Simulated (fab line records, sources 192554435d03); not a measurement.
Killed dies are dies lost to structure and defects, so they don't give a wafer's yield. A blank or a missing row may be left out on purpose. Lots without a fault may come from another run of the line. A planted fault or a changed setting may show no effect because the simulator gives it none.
Chamber matching | flow n5_finfet | N5_BEOL_M15_ILD_DEP_00 on pecvd-02: 3 sister chambers
The step deposits SiO2 from TEOS/O2, target thk 1629.3 nm, time 346.1 s. 22 wafers are shown with their chamber, then 11 later ones without.

WAFERS WITH THEIR CHAMBER
wafer  | chamber | throttle_valve_pct (%) | showerhead_plenum_p_Torr (Torr) | heater_power_w (W)
L074.2 | 2       | 17.9                   | 8.360                           | 532
L074.3 | 0       | 20.2                   | 8.294                           | 469
L074.5 | 1       | 20.6                   | 8.328                           | 449
L076.1 | 1       | 20.6                   | 8.313                           | 359
L076.2 | 0       | 20.3                   | 8.320                           | 416
L076.6 | 1       | 20.5                   | 8.315                           | 440
L077.3 | 0       | 20.3                   | 8.345                           | 425
L077.4 | 1       | 20.5                   | 8.328                           | 345
L077.5 | 2       | 18.2                   | 8.345                           | 422
L081.1 | 0       | 20.2                   | 8.310                           | 461
L081.4 | 2       | 18.3                   | 8.343                           | 439
L081.6 | 1       | 20.6                   | 8.319                           | 352
L082.2 | 1       | 20.7                   | 8.322                           | 422
L082.4 | 0       | 20.5                   | 8.328                           | 385
L082.5 | 1       | 20.6                   | 8.329                           | 479
L089.1 | 2       | 18.3                   | 8.352                           | 468
L089.2 | 0       | 20.4                   | 8.310                           | 482
L089.6 | 0       | 20.5                   | 8.325                           | 406
L091.4 | 2       | 18.4                   | 8.345                           | 420
L091.5 | 1       | 20.8                   | 8.335                           | 349
L091.6 | 0       | 20.2                   | 8.305                           | 522
L093.1 | 2       | 18.4                   | 8.364                           | 521

SIGNATURES (means of the wafers above)
reading                  | chamber 0 | chamber 1 | chamber 2 | scatter within a chamber
throttle_valve_pct       | 20.325    | 20.613    | 18.250    | 0.137
showerhead_plenum_p_Torr | 8.31713   | 8.32362   | 8.35150   | 0.0116
heater_power_w           | 445.75    | 399.38    | 467.00    | 49.7
Rule: a wafer's distance from a chamber is the root of the sum, over the readings, of the square of ((its reading less the chamber's mean) divided by the reading's scatter). The wafer belongs to the nearest chamber; if the next one is less than 2 further off, it can't be placed. The scatter: the root of (the sum of the squares of (reading less its chamber's mean) over the shown wafers, divided by (wafers less chambers)).

WAFERS WITHOUT THEIR CHAMBER
wafer  | throttle_valve_pct (%) | showerhead_plenum_p_Torr (Torr) | heater_power_w (W)
L093.2 | 20.1                   | 8.341                           | 443
L093.5 | 20.4                   | 8.327                           | 518
L092.1 | 20.3                   | 8.328                           | 506
L092.3 | 20.6                   | 8.324                           | 464
L092.4 | 20.2                   | 8.329                           | 389
L094.1 | 18.7                   | 8.327                           | 554
L094.3 | 20.6                   | 8.339                           | 461
L094.5 | 20.3                   | 8.306                           | 507
L097.2 | 18.8                   | 8.345                           | 539
L097.3 | 20.1                   | 8.318                           | 434
L097.5 | 18.4                   | 8.328                           | 433

WHICH CHAMBER EACH WENT THROUGH
wafer  | from the rows above     | in truth
L093.2 | can't be placed: 0 or 1 | 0
L093.5 | can't be placed: 0 or 1 | 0
L092.1 | can't be placed: 0 or 1 | 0
L092.3 | can't be placed: 1 or 0 | 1
L092.4 | can't be placed: 0 or 1 | 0
L094.1 | 2                       | 2
L094.3 | can't be placed: 1 or 0 | 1
L094.5 | can't be placed: 0 or 1 | 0
L097.2 | 2                       | 2
L097.3 | 0                       | 0
L097.5 | 2                       | 2
Placed correctly: 4 of 11. Can't be placed from these rows: 7 (the true chamber is among the candidates in 7). Placed wrongly: 0.
